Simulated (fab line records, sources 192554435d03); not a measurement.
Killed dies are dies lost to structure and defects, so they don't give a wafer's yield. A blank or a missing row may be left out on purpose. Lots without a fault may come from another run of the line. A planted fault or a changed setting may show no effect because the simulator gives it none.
Chamber matching | flow n5_finfet | N5_BEOL_M0_SAQP_HM_DEP_111 on pecvd-03: 3 sister chambers
The step deposits SiO2 from SiH4/N2O, target thk 12 nm, time 7.2 s. 3 wafers are shown with their chamber, then 7 later ones without.

WAFERS WITH THEIR CHAMBER
wafer  | chamber | showerhead_plenum_p_Torr (Torr)
L084.6 | 2       | 7.90
L086.1 | 0       | 8.41
L086.3 | 1       | 8.22

WAFERS WITHOUT THEIR CHAMBER
wafer  | showerhead_plenum_p_Torr (Torr)
L086.5 | 8.24
L087.3 | 7.91
L087.4 | 7.90
L087.6 | 8.25
L091.1 | 7.89
L091.2 | 8.25
L091.3 | 8.39

WHICH CHAMBER EACH WENT THROUGH
wafer  | from the rows above | in truth
L086.5 | 1                   | 1
L087.3 | 2                   | 2
L087.4 | 2                   | 2
L087.6 | 1                   | 1
L091.1 | 2                   | 2
L091.2 | 1                   | 1
L091.3 | 0                   | 0
Placed correctly: 7 of 7. Can't be placed from these rows: 0. Placed wrongly: 0.
How it was worked out, from the rows above alone: a wafer's distance from a chamber is the root of the sum, over the readings, of the square of ((its reading less the chamber's mean) divided by the reading's scatter). The wafer belongs to the nearest chamber; if the next one is less than 2 further off, it can't be placed. A chamber's mean is the mean of its shown wafers. The scatter: with one shown wafer a chamber, the root of the mean of the squares of how far each hidden wafer lies from its nearest shown one.
